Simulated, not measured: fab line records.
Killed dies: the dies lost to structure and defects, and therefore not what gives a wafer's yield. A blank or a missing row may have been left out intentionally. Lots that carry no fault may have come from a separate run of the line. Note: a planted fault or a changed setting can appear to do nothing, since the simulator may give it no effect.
Struck lot and sound lot, side by side / flow nand-harc / 40 steps out of a route of 1302
Sound: these wafers, L753.4, L753.5, L753.6. Struck: wafers L772.1, L772.2, L772.6. The cause is named last.
For every step that has rows: the tool of each side, followed by ch and its chambers, followed by its first start. Under that, the readings that differ: sound wafers / struck wafers / difference of the means / sigmas: that difference in standard deviations of wafers without a fault.
alike: readings with means less than 2 such deviations apart, plus words and numbers identical on both sides. not compared: withheld readings, readings lacking a value on some wafer, bounds such as >300 that could conceal the same value, and numbers that have no deviation in the record and whose values overlap.
Wherever a step has rows on one side only, a row that says differs or no value, or a row with sigmas, the two part there. Non-overlapping numbers with no deviation appear without sigmas and do not part them. A reading missing from all wafers of one side parts the sides only when that side holds two or more wafers.

first, 8 steps without rows for these wafers: NHARC_A_BLC_COAT_02 (time 75 s); NHARC_A_BLC_COAT_03 (time 65 s); NHARC_A_BLC_COAT_04 (resist thk 90 nm); NHARC_A_BLC_SOFTBAKE_05 (time 55 s); NHARC_A_BLC_EBR_06; NHARC_A_BLC_EXPOSE_07 (exposes mask A BLC, target cd 100 nm); NHARC_A_BLC_PEB_08 (peb time 65 s); NHARC_A_BLC_DEVELOP_09 (develop time 35 s).
NHARC_A_BLC_CD_MEAS_10: target cd 100 nm.
  sound on cd-sem-02 ch 0, day 23 13:34; struck on cd-sem-01 ch 0, day 31 12:51
  alike: cd-nm
NHARC_A_BLC_OVL_MEAS_11:
  sound on overlay-01 at day 23 13:38; struck on overlay-02 at day 31 12:56
  alike: overlay-x-nm, overlay-y-nm
NHARC_A_BLC_INSPECT_12:
  sound on defect-inspect-01 at day 23 13:41; struck on defect-inspect-02 at day 31 12:58
  alike: raw-defect-count
then, 1 step without rows for these wafers: NHARC_A_BLC_DESCUM_15 (chemistry O2, time 3 s).
NHARC_A_BLC_ETCH_16: etches the open film in CF4, target depth 39 nm, time 65 s.
  sound on rie-diel-03 ch 1,2, day 23 13:50; struck on rie-diel-03 ch 1,3, day 31 13:07
  alike: drypump-motor-current-A, oes-product-au, rf-vpp-V, showerhead-plenum-p-Torr, throttle-valve-pct
  not compared: rf-hours-counter-h
then, 2 steps without rows for these wafers: NHARC_A_BLC_ETCH_17 (etches the open film in N2/H2, target depth 390 nm, time 609.38 s); NHARC_A_BLC_ETCH_18 (etches the open film in C4F8/O2/Ar, target depth 910 nm).
NHARC_A_BLC_CD_MEAS_19:
  sound on cd-sem-02 at day 23 14:43; struck on cd-sem-01 at day 31 14:00
  alike: cd-nm
NHARC_A_BLC_STRIP_29: strips in CF4.
  sound on rie-diel-06 ch 0,1,2, day 23 14:49; struck on rie-diel-07 ch 0,1,3, day 31 14:05
  alike: drypump-motor-current-A, oes-product-au, rf-vpp-V, showerhead-plenum-p-Torr, throttle-valve-pct
  not compared: rf-hours-counter-h
NHARC_A_BLC_STRIP_21: strips in O2.
  sound on rie-diel-06 ch 0,1,2, day 23 14:56; struck on rie-diel-07 ch 0,2,3, day 31 14:11
reading=drypump-motor-current-A (A); sound=6.4 6.5 6.0; struck=5.5 5.3 5.1; difference=-1.0; sigmas=-2
  alike: oes-product-au, rf-vpp-V, showerhead-plenum-p-Torr, throttle-valve-pct
  not compared: rf-hours-counter-h
then, 5 steps without rows for these wafers: NHARC_A_BLC_STRIP_22 (strips in post etch residue remover, time 600 s); NHARC_A_BLC_DEGAS_30 (time 60 s); NHARC_A_BLC_PRE_CLEAN_31 (time 15 s); NHARC_A_BLC_PVD_32 (deposits Ti, target thk 5 nm, time 17.7 s); NHARC_A_BLC_ALD_23 (deposits TiN, target thk 3 nm, pulse time 1 s, ald cycles 150).
NHARC_A_BLC_CVD_24: deposits W, target thk 150 nm, time 434 s.
  sound: cvd-w-01 ch 0,1; struck: cvd-w-02 ch 0,1
  alike: heater-power-w, throttle-valve-pct
  not compared: since-wet-clean-h
NHARC_A_BLC_CMP_25: polishes, t overpolish 30 s, target thk 150 nm.
  sound on cmp-03 ch 0,1,3, day 23 16:24; struck on cmp-03 ch 1,2, day 31 15:34
reading=time-to-endpoint-s (s); sound=34.2 34.5 33.1; struck=27.9 30.2 28.0; difference=-5.2; sigmas=-2
  alike: motor-current-A, overpolish-run-s
then, 11 steps without rows for these wafers: NHARC_A_BLC_SRD_27; NHARC_A_M0_DEP_00 (deposits SiOC, target thk 150 nm); NHARC_A_M0_DEHYDRATE_01 (time 120 s); NHARC_A_M0_HMDS_02 (time 30 s); NHARC_A_M0_COAT_33 (time 65 s); NHARC_A_M0_COAT_03 (resist thk 90 nm); NHARC_A_M0_SOFTBAKE_04 (time 55 s); NHARC_A_M0_EBR_05; NHARC_A_M0_EXPOSE_06 (exposes mask A M0, target cd 80 nm); NHARC_A_M0_PEB_07 (peb time 65 s); NHARC_A_M0_DEVELOP_08 (develop time 35 s).
NHARC_A_M0_CD_MEAS_09: target cd 80 nm.
  sound on cd-sem-02 ch 0, day 23 17:40; struck on cd-sem-02 ch 0, day 31 16:45
  alike: cd-nm
NHARC_A_M0_OVL_MEAS_10: pitch 160 nm.
  sound on overlay-02 at day 23 17:45; struck on overlay-02 at day 31 16:50
  alike: overlay-x-nm, overlay-y-nm
NHARC_A_M0_DESCUM_14: chemistry O2, time 3 s.
  sound on rie-diel-13 ch 0,2,3, day 23 17:55; struck on rie-diel-09 ch 1,2,3, day 31 16:56
  alike: drypump-motor-current-A, oes-product-au, rf-vpp-V, showerhead-plenum-p-Torr, throttle-valve-pct
  not compared: rf-hours-counter-h
-- the record jumps here: 2 days lie between the struck wafers' starts before and after (it left off in module A_M0 and takes up again in module END, whose first step shown is number 1302 of the route) --
NHARC_END_SORT_01:
  here the record holds rows for the struck wafers (prober-01 ch 0, day 34 00:49) but none for the sound ones

== WHERE THEY PART ==
At NHARC_A_BLC_STRIP_21 first; at NHARC_END_SORT_01 last (within this record only).

WHY: the cause the simulator had injected
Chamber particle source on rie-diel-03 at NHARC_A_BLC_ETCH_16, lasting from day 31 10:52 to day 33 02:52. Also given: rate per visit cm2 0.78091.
